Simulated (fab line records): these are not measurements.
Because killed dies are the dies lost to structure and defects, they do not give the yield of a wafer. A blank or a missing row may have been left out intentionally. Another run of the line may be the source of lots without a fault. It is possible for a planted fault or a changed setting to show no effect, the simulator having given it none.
Matching of chambers + flow n5-finfet + 4 sister chambers for N5_SD_EPI_P_ETCH_16 on rie-diel-03
The step etches SiO2 in CHF3/O2, target depth 5 nm. 4 wafers are shown with their chamber, then 7 later ones without.

WAFERS WITH THEIR CHAMBER
| wafer  | chamber | drypump-motor-current-A (A) |
|--------|---------|-----------------------------|
| L227.1 | 0       | 5.1                         |
| L227.2 | 2       | 5.3                         |
| L228.1 | 1       | 5.3                         |
| L228.2 | 3       | 6.3                         |

WAFERS MISSING THEIR CHAMBER
| wafer  | drypump-motor-current-A (A) |
|--------|-----------------------------|
| L228.3 | 5.1                         |
| L230.3 | 5.1                         |
| L230.4 | 6.4                         |
| L230.6 | 5.1                         |
| L231.2 | 5.1                         |
| L231.5 | 5.4                         |
| L231.6 | 5.1                         |

WHICH CHAMBER EACH ONE RAN IN
| wafer  | from the rows above     | in truth |
|--------|-------------------------|----------|
| L228.3 | 0                       | 0        |
| L230.3 | 0                       | 0        |
| L230.4 | 3                       | 3        |
| L230.6 | 0                       | 0        |
| L231.2 | 0                       | 0        |
| L231.5 | can't be placed: 1 or 2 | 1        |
| L231.6 | 0                       | 0        |
Placed correctly: 6 of 7. These rows do not allow placing 1 (true chamber among the candidates in 1). Wrongly placed: 0.
How it was worked out, from the rows above alone: a wafer's distance from a chamber is the root of the sum, over the readings, of the square of ((its reading less the chamber's mean) divided by the reading's scatter). The wafer belongs to the nearest chamber; if the next one is less than 2 further off, it can't be placed. Each chamber's mean is taken over the wafers shown for it. The scatter (one wafer shown for each chamber): square how far every hidden wafer sits from the nearest shown wafer, average those squares and take the square root.
